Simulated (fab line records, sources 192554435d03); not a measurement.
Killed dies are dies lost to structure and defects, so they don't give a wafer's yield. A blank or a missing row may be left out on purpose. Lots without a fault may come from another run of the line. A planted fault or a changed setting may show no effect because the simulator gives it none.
Which tool did it? | flow n5_finfet | 24 lots, 72 wafers sampled, at 4 steps of a route of 1938

WHAT THE GAUGES READ, wafer by wafer
N5_BEOL_M2_RS_MEAS_58: measures by four-point-probe.
lot  | measured     | on            | M2_RS (ohm/sq)
L074 | day 8 05:55  | film_metro-02 | 0.66 0.66 0.74
L075 | day 8 12:11  | film_metro-01 | 0.69 0.76 0.68
L076 | day 8 12:56  | film_metro-02 | 0.71 0.69 0.66
L077 | day 8 14:07  | film_metro-02 | 0.65 0.69 0.68
L079 | day 8 15:27  | film_metro-01 | 0.70 0.72 0.72
L080 | day 8 15:41  | film_metro-02 | 0.64 0.61 0.67
L078 | day 8 20:35  | film_metro-01 | 0.65 0.67 0.64
L081 | day 8 22:48  | film_metro-01 | 0.69 0.66 0.64
L082 | day 9 01:14  | film_metro-01 | 0.69 0.67 0.68
L084 | day 9 12:41  | film_metro-02 | 0.70 0.66 0.67
L083 | day 9 12:46  | film_metro-01 | 0.70 0.68 0.69
L085 | day 9 18:16  | film_metro-02 | 0.68 0.66 0.69
L086 | day 10 05:53 | film_metro-01 | 0.73 0.67 0.72
L087 | day 11 06:23 | film_metro-01 | 0.63 0.67 0.63
L088 | day 11 06:46 | film_metro-02 | 0.66 0.65 0.66
L089 | day 11 10:58 | film_metro-01 | 0.71 0.71 0.72
L090 | day 11 11:25 | film_metro-02 | 0.61 0.59 0.59
L091 | day 12 04:37 | film_metro-02 | 0.70 0.67 0.71
L092 | day 12 07:54 | film_metro-01 | 0.71 0.77 0.69
L093 | day 12 08:08 | film_metro-02 | 0.62 0.63 0.61
L094 | day 12 08:23 | film_metro-01 | 0.61 0.64 0.69
L095 | day 12 14:58 | film_metro-02 | 0.74 0.72 0.68
L097 | day 12 18:48 | film_metro-01 | 0.63 0.64 0.71
L096 | day 12 19:41 | film_metro-02 | 0.70 0.65 0.66

N5_BEOL_M3_CD_MEAS_28: target cd 25.7 nm, target cd y 23.3 nm.
lot  | measured     | on        | cd_nm (nm)
L074 | day 8 09:35  | cd_sem-03 | 25.51 26.05 25.61
L075 | day 8 13:55  | cd_sem-01 | 25.80 25.63 25.35
L076 | day 8 16:23  | cd_sem-01 | 25.63 25.91 25.79
L077 | day 8 16:35  | cd_sem-01 | 25.93 25.18 26.21
L079 | day 8 17:16  | cd_sem-02 | 25.78 25.20 25.40
L080 | day 8 17:26  | cd_sem-01 | 25.57 25.54 25.85
L078 | day 8 22:56  | cd_sem-01 | 25.80 25.58 25.58
L081 | day 9 02:11  | cd_sem-02 | 25.76 25.70 25.14
L082 | day 9 02:53  | cd_sem-02 | 25.49 25.61 25.72
L084 | day 9 15:58  | cd_sem-03 | 25.88 25.73 26.10
L083 | day 9 16:10  | cd_sem-02 | 25.23 25.43 25.38
L085 | day 9 21:07  | cd_sem-02 | 25.43 25.55 25.67
L086 | day 10 09:33 | cd_sem-03 | 25.56 25.54 25.62
L087 | day 11 08:51 | cd_sem-01 | 25.52 25.74 25.10
L088 | day 11 09:02 | cd_sem-01 | 25.79 25.21 25.72
L089 | day 11 14:20 | cd_sem-03 | 25.61 25.57 25.19
L090 | day 11 14:39 | cd_sem-02 | 25.72 25.70 25.74
L091 | day 12 06:14 | cd_sem-01 | 25.89 25.93 25.77
L092 | day 12 11:40 | cd_sem-03 | 25.69 25.67 26.11
L093 | day 12 11:55 | cd_sem-02 | 25.56 25.81 25.45
L094 | day 12 11:59 | cd_sem-01 | 25.60 25.38 25.66
L095 | day 12 17:11 | cd_sem-03 | 25.76 25.52 25.53
L097 | day 12 21:40 | cd_sem-01 | 25.50 25.84 25.79
L096 | day 12 22:07 | cd_sem-01 | 25.17 25.30 25.75

WHICH TOOL RAN EACH LOT (tool, then ch and the chambers of the sampled wafers, then the start)
lot  | N5_BEOL_M3_ETCH_74                 | N5_BEOL_M3_ETCH_63
L074 | rie_diel-04 ch 0,1, day 8 08:43    | rie_diel-04 ch 0,1, day 8 08:44
L075 | rie_diel-05 ch 2,3, day 8 13:05    | rie_diel-05 ch 2,3, day 8 13:06
L076 | rie_diel-05 ch 0,1,3, day 8 15:40  | rie_diel-05 ch 0,1,3, day 8 15:41
L077 | rie_diel-04 ch 1,2,3, day 8 15:52  | rie_diel-04 ch 1,2,3, day 8 15:53
L079 | rie_diel-04 ch 1,2, day 8 16:21    | rie_diel-04 ch 1,2, day 8 16:22
L080 | rie_diel-04 ch 0,2,3, day 8 16:35  | rie_diel-04 ch 0,2,3, day 8 16:36
L078 | rie_diel-05 ch 0,1,3, day 8 22:14  | rie_diel-05 ch 0,1,3, day 8 22:15
L081 | rie_diel-05 ch 0,1, day 9 01:20    | rie_diel-05 ch 0,1, day 9 01:22
L082 | rie_diel-05 ch 0,3, day 9 02:10    | rie_diel-05 ch 0,3, day 9 02:11
L084 | rie_diel-02 ch 1,3, day 9 15:02    | rie_diel-02 ch 1,3, day 9 15:04
L083 | rie_diel-02 ch 0,1,3, day 9 15:16  | rie_diel-02 ch 0,1,3, day 9 15:17
L085 | rie_diel-04 ch 2,3, day 9 20:23    | rie_diel-04 ch 2,3, day 9 20:25
L086 | rie_diel-04 ch 0,3, day 10 08:43   | rie_diel-04 ch 0,3, day 10 08:43
L087 | rie_diel-05 ch 2,3, day 11 08:08   | rie_diel-05 ch 2,3, day 11 08:09
L088 | rie_diel-02 ch 0,2,3, day 11 08:10 | rie_diel-02 ch 0,2,3, day 11 08:11
L089 | rie_diel-05 ch 0,1,3, day 11 13:35 | rie_diel-05 ch 0,1,3, day 11 13:36
L090 | rie_diel-04 ch 0,3, day 11 13:49   | rie_diel-04 ch 0,3, day 11 13:50
L091 | rie_diel-05 ch 1,2,3, day 12 05:31 | rie_diel-05 ch 1,2,3, day 12 05:32
L092 | rie_diel-04 ch 0,1, day 12 10:49   | rie_diel-04 ch 0,1, day 12 10:50
L093 | rie_diel-04 ch 0,2,3, day 12 11:07 | rie_diel-04 ch 0,2,3, day 12 11:08
L094 | rie_diel-02 ch 0,1,2, day 12 11:07 | rie_diel-02 ch 0,1,2, day 12 11:08
L095 | rie_diel-04 ch 1,2,3, day 12 16:28 | rie_diel-04 ch 1,2,3, day 12 16:29
L097 | rie_diel-05 ch 0,1,2, day 12 20:49 | rie_diel-05 ch 0,1,2, day 12 20:50
L096 | rie_diel-04 ch 0,2,3, day 12 21:16 | rie_diel-04 ch 0,2,3, day 12 21:17
- N5_BEOL_M3_ETCH_74: etches underlayer in N2/H2, target depth 6.5 nm, time 5.2 s.
- N5_BEOL_M3_ETCH_63: etches SiARC in CF4, target depth 15.6 nm, time 26 s.

WHAT THE TOOLS THEMSELVES READ (means of the sampled wafers that have a number; where no wafer has one, the mark that the record gives instead)
N5_BEOL_M3_ETCH_74.
lot  | tool        | drypump_motor_current_A (A) | etch_rf_on_time_s (s) | oes_product_au (a.u.) | rf_vpp_V (V) | showerhead_plenum_p_Torr (Torr) | throttle_valve_pct (%)
L074 | rie_diel-04 | 5.8                         | 5.37                  | 0.60                  | 526.2        | 2.61                            | 17.97
L075 | rie_diel-05 | 6.0                         | 5.20                  | 0.69                  | 524.1        | 2.60                            | 17.70
L076 | rie_diel-05 | 5.6                         | 5.23                  | 0.72                  | 525.8        | 2.61                            | 17.75
L077 | rie_diel-04 | 5.7                         | 5.25                  | 0.61                  | 522.6        | 2.53                            | 18.02
L079 | rie_diel-04 | 5.9                         | 5.37                  | 0.58                  | 524.6        | 2.57                            | 17.93
L080 | rie_diel-04 | 5.6                         | 5.29                  | 0.59                  | 522.2        | 2.48                            | 18.08
L078 | rie_diel-05 | 5.6                         | 5.23                  | 0.72                  | 523.6        | 2.61                            | 17.75
L081 | rie_diel-05 | 5.2                         | 5.21                  | 0.65                  | 523.4        | 2.54                            | 17.67
L082 | rie_diel-05 | 6.0                         | 5.25                  | 0.75                  | 526.2        | 2.65                            | 17.85
L084 | rie_diel-02 | 5.7                         | 5.31                  | 0.65                  | 525.4        | 2.58                            | 17.89
L083 | rie_diel-02 | 5.6                         | 5.27                  | 0.66                  | 523.2        | 2.51                            | 17.90
L085 | rie_diel-04 | 5.6                         | 5.16                  | 0.68                  | 519.4        | 2.44                            | 17.99
L086 | rie_diel-04 | 5.6                         | 5.26                  | 0.60                  | 520.6        | 2.44                            | 18.16
L087 | rie_diel-05 | 6.0                         | 5.11                  | 0.68                  | 525.5        | 2.59                            | 17.71
L088 | rie_diel-02 | 5.5                         | 5.18                  | 0.74                  | 523.3        | 2.51                            | 17.81
L089 | rie_diel-05 | 5.6                         | 5.21                  | 0.70                  | 524.8        | 2.60                            | 17.76
L090 | rie_diel-04 | 5.6                         | 5.44                  | 0.59                  | 522.4        | 2.47                            | 18.14
L091 | rie_diel-05 | 5.7                         | 5.19                  | 0.70                  | 525.4        | 2.61                            | 17.72
L092 | rie_diel-04 | 5.9                         | 5.32                  | 0.60                  | 525.4        | 2.60                            | 18.01
L093 | rie_diel-04 | 5.7                         | 5.30                  | 0.65                  | 522.3        | 2.47                            | 17.99
L094 | rie_diel-02 | 5.6                         | 5.31                  | 0.72                  | 523.4        | 2.55                            | 17.69
L095 | rie_diel-04 | 5.7                         | 5.19                  | 0.66                  | 522.6        | 2.52                            | 17.92
L097 | rie_diel-05 | 5.4                         | 5.20                  | 0.64                  | 524.2        | 2.53                            | 17.67
L096 | rie_diel-04 | 5.6                         | 5.26                  | 0.65                  | 521.5        | 2.47                            | 17.98

N5_BEOL_M3_ETCH_63.
lot  | tool        | drypump_motor_current_A (A) | etch_rf_on_time_s (s) | oes_product_au (a.u.) | rf_vpp_V (V) | showerhead_plenum_p_Torr (Torr) | throttle_valve_pct (%)
L074 | rie_diel-04 | 5.9                         | 27.3                  | 0.60                  | 184.1        | 2.19                            | 15.70
L075 | rie_diel-05 | 6.0                         | 25.6                  | 0.70                  | 183.9        | 2.18                            | 15.48
L076 | rie_diel-05 | 5.6                         | 26.1                  | 0.72                  | 184.4        | 2.20                            | 15.51
L077 | rie_diel-04 | 5.7                         | 26.6                  | 0.60                  | 184.2        | 2.12                            | 15.73
L079 | rie_diel-04 | 5.8                         | 27.0                  | 0.58                  | 184.7        | 2.15                            | 15.65
L080 | rie_diel-04 | 5.7                         | 27.0                  | 0.59                  | 184.7        | 2.09                            | 15.87
L078 | rie_diel-05 | 5.6                         | 26.1                  | 0.71                  | 185.1        | 2.20                            | 15.52
L081 | rie_diel-05 | 5.2                         | 26.0                  | 0.66                  | 184.4        | 2.15                            | 15.54
L082 | rie_diel-05 | 6.0                         | 26.3                  | 0.74                  | 185.5        | 2.22                            | 15.56
L084 | rie_diel-02 | 5.7                         | 26.4                  | 0.66                  | 183.9        | 2.16                            | 15.63
L083 | rie_diel-02 | 5.6                         | 26.7                  | 0.67                  | 183.4        | 2.11                            | 15.65
L085 | rie_diel-04 | 5.6                         | 25.8                  | 0.68                  | 183.6        | 2.06                            | 15.72
L086 | rie_diel-04 | 5.6                         | 26.0                  | 0.61                  | 183.5        | 2.06                            | 15.99
L087 | rie_diel-05 | 6.0                         | 26.1                  | 0.68                  | 183.2        | 2.18                            | 15.50
L088 | rie_diel-02 | 5.5                         | 26.2                  | 0.73                  | 182.9        | 2.11                            | 15.52
L089 | rie_diel-05 | 5.6                         | 26.1                  | 0.70                  | 185.7        | 2.19                            | 15.55
L090 | rie_diel-04 | 5.6                         | 26.7                  | 0.59                  | 185.1        | 2.09                            | 15.99
L091 | rie_diel-05 | 5.8                         | 25.8                  | 0.71                  | 185.5        | 2.19                            | 15.50
L092 | rie_diel-04 | 5.8                         | 27.0                  | 0.60                  | 184.6        | 2.19                            | 15.74
L093 | rie_diel-04 | 5.7                         | 26.9                  | 0.65                  | 183.3        | 2.08                            | 15.75
L094 | rie_diel-02 | 5.6                         | 26.4                  | 0.73                  | 184.2        | 2.14                            | 15.38
L095 | rie_diel-04 | 5.7                         | 26.2                  | 0.65                  | 183.7        | 2.12                            | 15.64
L097 | rie_diel-05 | 5.4                         | 26.0                  | 0.65                  | 184.0        | 2.14                            | 15.53
L096 | rie_diel-04 | 5.6                         | 26.3                  | 0.65                  | 184.0        | 2.08                            | 15.76

THE ANSWER, worked out from the rows above alone
Rule: what is usual is taken from the lots themselves. Put in order of their means at a reading, lots are off if they are a third of the lots or fewer, leave a main group of 4 or more, and stand apart from it by a gap of 3 or more times the standard deviation of the main group's means; of several such gaps the widest counts. A main group whose means are all the same, to the digits that the tables above print for the reading, isn't used. A lot without any number at a reading at which 4 lots or more have one is off too. The other lots that the step has rows for count as sound. The gauges are gone through in route order, then the tools' own readings, and for those a lot's mean is taken as printed above. The first step at which some lot is off is used, and at that step the reading that is off furthest; a lot without a number counts as furthest.
No lot is off at any reading shown: from this, nothing can be told.

WHAT THE SIMULATOR HAD PUT IN
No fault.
